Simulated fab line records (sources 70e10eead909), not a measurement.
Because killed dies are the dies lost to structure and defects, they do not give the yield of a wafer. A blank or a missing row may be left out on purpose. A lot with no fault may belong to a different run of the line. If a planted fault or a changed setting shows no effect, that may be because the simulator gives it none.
Comparing a struck lot with a sound one -- flow nandHarc -- 25 steps out of a route of 1302
Sound: these wafers, L824.1, L824.2, L824.6. Struck: wafer L829.4. (L829.1, L829.6 of the same lot were not struck and are left out.) The cause comes at the end.
For every step that has rows: the tool of each side, followed by ch and its chambers, followed by its first start. Under that, the readings that differ: sound wafers -- struck wafers -- difference of the means -- sigmas: that difference in standard deviations of wafers without a fault.
alike: readings whose means differ by less than 2 such deviations, and words and numbers that are the same on both sides. not compared: withheld readings, readings that some wafer has no value for, bounds like >300 that may hide the same value, and numbers for which the record gives no deviation and whose values overlap.
A row with sigmas, a row that says differs or no value, or rows on one side alone: a step with any of these is where the two part. Numbers that have no deviation but don't overlap get no sigmas and don't part them. Lack of a reading on every wafer of one side parts them only where that side has two or more wafers.

first, 1 step without rows for these wafers: NHARC_P_M1_SRD_25.
NHARC_P_M1_INSPECT_27:
  sound on defectInspect-02, day 8 13:27; struck on defectInspect-02, day 11 01:34
  alike: rawDefectCount
NHARC_P_M1_PRE_CLEAN_32: time 12 s.
  sound on pecvd-04 ch 0,1,2, day 8 13:32; struck on pecvd-02 ch 1, day 11 01:40
reading,sound,struck,difference,sigmas
heaterPowerW (W),664 563 699,535,-107,-3
  alike: rfFwdPowerW
NHARC_P_M1_DEP_33: deposits SiCN, target thk 30 nm.
  sound on pecvd-04 ch 0,1,2, day 8 13:38; struck on pecvd-02 ch 1, day 11 01:49
reading,sound,struck,difference,sigmas
heaterPowerW (W),560 566 529,451,-101,-2
rfFwdPowerW (W),446.2 448.9 447.5,450.7,+3.2,+2
then, 7 steps without rows for these wafers: NHARC_P_M2_DEP_00 (deposits SiOC, target thk 182.5 nm); NHARC_P_M2_DEHYDRATE_01 (time 120 s); NHARC_P_M2_HMDS_02 (time 30 s); NHARC_P_M2_COAT_34 (time 65 s); NHARC_P_M2_COAT_03 (resist thk 90 nm); NHARC_P_M2_SOFTBAKE_04 (time 55 s); NHARC_P_M2_EBR_05.
NHARC_P_M2_EXPOSE_06: exposes mask P M2, target cd 170 nm.
  sound on arfiScanner-03 ch 0, day 8 14:43; struck on arfiScanner-03 ch 0, day 11 02:42
  alike: mask
then, 2 steps without rows for these wafers: NHARC_P_M2_PEB_07 (peb time 65 s); NHARC_P_M2_DEVELOP_08 (develop time 35 s).
NHARC_P_M2_CD_MEAS_09: target cd 170 nm.
  sound on cdSem-02 ch 0, day 8 14:52; struck on cdSem-02 ch 0, day 11 02:50
reading,sound,struck,difference,sigmas
cdNm (nm),169.9 169.7 169.5,172.0,+2.3,+3
NHARC_P_M2_OVL_MEAS_10: pitch 340 nm.
  sound on overlay-01, day 8 14:57; struck on overlay-02, day 11 02:56
  alike: overlayXNm, overlayYNm
NHARC_P_M2_INSPECT_11:
  sound on defectInspect-02, day 8 15:01; struck on defectInspect-01, day 11 02:58
  alike: rawDefectCount
NHARC_P_M2_DESCUM_14: chemistry O2, time 3 s.
  sound on rieDiel-10 ch 0,2, day 8 15:05; struck on rieDiel-12 ch 2, day 11 03:01
reading,sound,struck,difference,sigmas
drypumpMotorCurrentA (A),5.8 6.4 6.4,5.2,-1.0,-2
model.P_M2.cdNm (nm),170.5 169.2 168.8,172.3,+2.8,
  alike: oesProductAu, rfVppV, showerheadPlenumPTorr, throttleValvePct
  not compared: rfHoursCounterH
NHARC_P_M2_ETCH_35: etches the open film in N2/H2, target depth 40 nm, overetch 12 nm, time 43.94 s.
  sound on rieDiel-10 ch 0,3, day 8 15:09; struck on rieDiel-12 ch 0, day 11 03:07
reading,sound,struck,difference,sigmas
showerheadPlenumPTorr (Torr),2.13 2.17 2.13,1.90,-0.24,-2
  alike: drypumpMotorCurrentA, oesProductAu, rfFwdPowerW, rfVppV, throttleValvePct
  not compared: rfHoursCounterH
NHARC_P_M2_ETCH_15: etches the open film in C4F8/Ar, target depth 182.5 nm, time 91.2 s.
  sound on rieDiel-10 ch 1,2; struck on rieDiel-12 ch 1
reading,sound,struck,difference,sigmas
rfFwdPowerW (W),595.9 595.2 598.8,591.0,-5.6,-2
  alike: oesProductAu, rfVppV
  not compared: rfHoursCounterH
NHARC_P_M2_CD_MEAS_16:
  sound on cdSem-01, day 8 15:22; struck on cdSem-01, day 11 03:20
reading,sound,struck,difference,sigmas
cdNm (nm),170.5 169.1 168.6,171.9,+2.5,+3
NHARC_P_M2_STRIP_18: strips in N2/H2.
  sound on rieDiel-06 ch 0,1,3, day 8 15:27; struck on rieDiel-12 ch 1, day 11 03:24
  alike: drypumpMotorCurrentA, oesProductAu, rfFwdPowerW, rfVppV, showerheadPlenumPTorr, throttleValvePct
  not compared: rfHoursCounterH
NHARC_P_M2_ETCH_28: etches the open film in CF4/N2, target depth 30 nm, time 72.99 s.
  sound on rieDiel-06 ch 2,3; struck on rieDiel-12 ch 2
reading,sound,struck,difference,sigmas
showerheadPlenumPTorr (Torr),2.54 2.49 2.54,2.80,+0.28,+2
model.P_M2.cdNm (nm),170.8 168.5 169,171.4,+2.0,
  alike: drypumpMotorCurrentA, oesProductAu, rfFwdPowerW, rfVppV, throttleValvePct
  not compared: rfHoursCounterH
then, 1 step without rows for these wafers: NHARC_P_M2_STRIP_19 (strips in post etch residue remover, time 600 s).
NHARC_END_SORT_01:
  the record has rows for the sound wafers here (prober-02 ch 0, day 27 19:47) and none for the struck ones

== WHERE THEY PART ==
Earliest at NHARC_P_M1_PRE_CLEAN_32; latest, in this record, at NHARC_END_SORT_01.

WHY: whatever the simulator had introduced
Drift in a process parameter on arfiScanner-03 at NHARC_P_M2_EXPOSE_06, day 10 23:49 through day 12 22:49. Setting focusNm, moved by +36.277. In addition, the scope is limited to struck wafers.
